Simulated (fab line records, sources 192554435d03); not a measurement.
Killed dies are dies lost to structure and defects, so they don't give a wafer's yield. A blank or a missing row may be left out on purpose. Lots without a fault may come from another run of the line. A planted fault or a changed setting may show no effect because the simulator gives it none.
Split-lot experiment | flow n5_finfet | 7 lots, 39 wafers read, on a route of 1938 steps

THE SPLIT
At N5_FIN_SAQP_ALD_61 (deposits SiO2, target thk 4 nm, pulse time 1 s, purge time 2 s), the setting ald_cycles was moved away from the recipe's 43 on 12 of the 39 wafers read, by -4.7% to +14.0%. The other wafers ran this setting at the recipe's value.

The reading is taken at the split's own step.

THE READING
SiO2_of_FIN_SAQP_ALD_61.thk_nm (the simulator's own value, which no gauge read), in nm, at N5_FIN_SAQP_ALD_61 (deposits SiO2, target thk 4 nm, pulse time 1 s, purge time 2 s). The file gives no usual value for it. The 27 wafers here that ran the recipe average 3.997 nm, standard deviation 0.018 nm.

wafer  | tool, chamber at the split | ald_cycles as run | against the recipe | SiO2_of_FIN_SAQP_ALD_61.thk_nm, nm | against lot-mates on the recipe
L074.1 | ald_sin-02, 1              | 43                | recipe             | 3.986                              | -
L074.2 | ald_sin-02, 0              | 43                | recipe             | 3.972                              | -
L074.3 | ald_sin-02, 2              | 48                | +11.6%             | 4.471                              | +0.495
L074.4 | ald_sin-02, 3              | 43                | recipe             | 3.971                              | -
L074.5 | ald_sin-02, 2,3            | 48                | +11.6%             | 4.463                              | +0.487
L074.6 | ald_sin-02, 2,3            | 48                | +11.6%             | 4.463                              | +0.487
L077.1 | ald_sin-03, 1              | 41                | -4.7%              | 3.82                               | -0.190
L077.2 | ald_sin-03, 0              | 43                | recipe             | 4.002                              | -
L077.3 | ald_sin-03, 2              | 41                | -4.7%              | 3.806                              | -0.204
L077.4 | ald_sin-03, 3              | 43                | recipe             | 4.022                              | -
L077.5 | ald_sin-03, 0              | 41                | -4.7%              | 3.814                              | -0.196
L077.6 | ald_sin-03, 3              | 43                | recipe             | 4.006                              | -
L079.1 | ald_sin-03, 1              | 43                | recipe             | 3.984                              | -
L079.2 | ald_sin-03, 2              | 43                | recipe             | 3.98                               | -
L079.3 | ald_sin-03, 3              | 43                | recipe             | 3.993                              | -
L079.4 | ald_sin-03, 0              | 43                | recipe             | 3.995                              | -
L079.5 | ald_sin-03, 1              | 43                | recipe             | 3.985                              | -
L079.6 | ald_sin-03, 0              | 43                | recipe             | 4.015                              | -
L080.1 | ald_sin-02, 0              | 48                | +11.6%             | 4.449                              | +0.467
L080.2 | ald_sin-02, 2              | 43                | recipe             | 3.972                              | -
L080.3 | ald_sin-02, 3              | 43                | recipe             | 4                                  | -
L080.4 | ald_sin-02, 1              | 48                | +11.6%             | 4.447                              | +0.465
L080.5 | ald_sin-02, 0              | 48                | +11.6%             | 4.472                              | +0.490
L080.6 | ald_sin-02, 1              | 43                | recipe             | 3.973                              | -
L083.4 | ald_sin-01, 1              | 43                | recipe             | 4.016                              | -
L083.5 | ald_sin-01, 1              | 43                | recipe             | 3.994                              | -
L083.6 | ald_sin-01, 2              | 43                | recipe             | 3.983                              | -
L092.1 | ald_sin-03, 1              | 49                | +14.0%             | 4.571                              | +0.558
L092.2 | ald_sin-03, 3              | 43                | recipe             | 4.016                              | -
L092.3 | ald_sin-03, 0              | 43                | recipe             | 4.033                              | -
L092.4 | ald_sin-03, 2              | 49                | +14.0%             | 4.554                              | +0.541
L092.5 | ald_sin-03, 1              | 43                | recipe             | 3.989                              | -
L092.6 | ald_sin-03, 2              | 49                | +14.0%             | 4.561                              | +0.548
L095.1 | ald_sin-03, 0              | 43                | recipe             | 4.018                              | -
L095.2 | ald_sin-03, 3              | 43                | recipe             | 4.035                              | -
L095.3 | ald_sin-03, 2              | 43                | recipe             | 3.995                              | -
L095.4 | ald_sin-03, 1              | 43                | recipe             | 3.996                              | -
L095.6 | ald_sin-03, 1              | 43                | recipe             | 3.996                              | -
L095.5 | ald_sin-03, 2              | 43                | recipe             | 3.987                              | -
Where a row lists several chambers, the file gives one row for several wafers and doesn't say which wafer went through which chamber.

THE FIT
A straight line over all 39 wafers: SiO2_of_FIN_SAQP_ALD_61.thk_nm changes by +0.0401 nm for each +1% of ald_cycles; r = +1.00; the points scatter about the line by 0.016 nm.
The same after taking each lot's own level away (the mean of its wafers on the recipe; 39 wafers): +0.0407 nm for each +1%; r = +1.00; scatter 0.014 nm.
On that fit, the largest move of ald_cycles shifts the reading by 0.57 nm.
The lots' own levels span 3.9763 to 4.0127 nm, that is 2.0 times the standard deviation above.
So the lot-to-lot level changes the slope little: the two slopes agree.
Check: with one of the wafers moved furthest among these (+14.0%) left out of the fit, the line predicts +0.568 nm for it against its lot-mates. It came out at +0.558 nm against them.

THE FILE'S OWN FIT
SiO2_of_FIN_SAQP_ALD_61.thk_nm changes by +0.0407 nm for each +1% of ald_cycles, r = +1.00.
